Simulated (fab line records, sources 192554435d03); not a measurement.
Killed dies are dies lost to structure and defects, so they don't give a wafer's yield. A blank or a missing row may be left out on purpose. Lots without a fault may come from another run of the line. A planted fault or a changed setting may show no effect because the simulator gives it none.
Problem report in the 8D (eight disciplines) form, filled by code | flow n5_finfet | the parts of the form that need people (team, actions taken, sign-off) are left out

1. THE PROBLEM
spin_speed_rpm at N5_MOL_CONTACT_COAG_COAT_104 reads a mean of 1432.7 rpm on 6 wafers of 2 lots; wafers without a fault read 1500.0 rpm with a standard deviation of 1.2. That is -56 standard deviations from the usual mean.
The step: time 60 s, resist thk 12 nm.
First seen on wafer L168.1, day 7 00:37, on litho_track-05. The record holds 12 wafers of 4 lots with a number at this step. Rule for "out", or "out of limits": more than 4 standard deviations from the usual mean. The other wafers with a number count as sound.

2. WHAT IT IS AND WHAT IT IS NOT
question                    | is                     | is not
which readings at this step | spin_speed_rpm         | exhaust_pa
which lots                  | L168, L169             | L158, L175
which wafers of those lots  | all that have a number | -
read on which tools         | litho_track-05         | litho_track-03
when                        | from day 7 00:37       | up to then (3 sound wafers); but 3 sound wafers of L175 came after

3. SUSPECTS, AND WHAT RULES EACH OUT
Counting: a tool at a process step up to the reading stays a suspect if it ran every lot that is out and no sound lot after the first of them.
- litho_track-05 at N5_MOL_CONTACT_COAG_COAT_104 (time 60 s, resist thk 12 nm): kept. It ran every lot that is out, first L168 (day 7 00:37), and no sound lot after that; its last sound lot up to then is L158 (day 4 16:14). Its own readings are out on those wafers: spin_speed_rpm.
Left after counting: litho_track-05 at N5_MOL_CONTACT_COAG_COAT_104.

4. THE CAUSE (what the simulator had put in)
Process parameter drift: litho_track-05, from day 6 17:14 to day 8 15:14, at N5_MOL_CONTACT_COAG_COAT_104. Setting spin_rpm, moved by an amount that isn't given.
Counting left only this tool.

5. THE CHAIN OF EFFECTS, in route order
Each row: a reading whose mean over the struck wafers that have a number lies more than 3 standard deviations from the usual. Only readings for which the record gives a usual standard deviation are gone through. hours: the time from each lot's start at the first step in this table that gives one to its start at this step, as a median over the lots. sigmas: the change in usual standard deviations.
hours | step                         | reading        | usual      | on struck wafers | change | sigmas
0     | N5_MOL_CONTACT_COAG_COAT_104 | spin_speed_rpm | 1500.0 rpm | 1432.7           | -67.3  | -56
The process steps in it:
- N5_MOL_CONTACT_COAG_COAT_104: time 60 s, resist thk 12 nm.
Later measuring or inspecting steps at which every struck wafer that the step has a row for has a number for every such reading, and none has moved that far: N5_BEOL_M4_RC_MEAS_101.

6. WHAT WOULD HAVE CAUGHT IT SOONER
In this record the first reading out of limits was taken at day 7 00:37, 7 hours after the fault began at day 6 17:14.
